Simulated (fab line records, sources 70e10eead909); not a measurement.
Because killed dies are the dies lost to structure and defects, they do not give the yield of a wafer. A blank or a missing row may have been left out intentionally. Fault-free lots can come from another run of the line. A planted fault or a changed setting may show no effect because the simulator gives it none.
Chamber matching    flow nand harc    4 sister chambers for NHARC_A_CHANNEL_FILL_D1_ALD_25 on ald hk-03
The step deposits SiOx, target thk 60 nm, pulse time 10 s, ald cycles 600. 4 wafers are shown with their chamber, then 10 later ones without.

WAFERS WITH THEIR CHAMBER
wafer   chamber  heater power w (W)
L081.1  2        470
L086.5  0        445
L088.1  1        393
L088.3  3        430

WAFERS WITH NO CHAMBER GIVEN
wafer   heater power w (W)
L088.4  458
L088.2  464
L088.5  425
L088.6  455
L090.1  385
L090.2  436
L090.4  461
L095.2  378
L095.4  468
L095.5  382

THE CHAMBER EACH PASSED THROUGH
wafer   from the rows above           in truth
L088.4  can't be placed: 2 or 0 or 3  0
L088.2  can't be placed: 2 or 0       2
L088.5  can't be placed: 3 or 0       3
L088.6  can't be placed: 0 or 2 or 3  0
L090.1  1                             1
L090.2  can't be placed: 3 or 0       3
L090.4  can't be placed: 2 or 0       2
L095.2  1                             1
L095.4  2                             2
L095.5  1                             1
4 of 10 placed correctly. Can't be placed from these rows: 6 (the true chamber is among the candidates in 6). 0 placed wrongly.
How it was worked out, from the rows above alone: a wafer's distance from a chamber is the root of the sum, over the readings, of the square of ((its reading less the chamber's mean) divided by the reading's scatter). If the next closest chamber is less than 2 further off than the closest, the wafer can't be placed; otherwise it belongs to the closest. For every chamber, the mean is computed from those of its wafers that are shown. The scatter: with one shown wafer a chamber, the root of the mean of the squares of how far each hidden wafer lies from its nearest shown one.
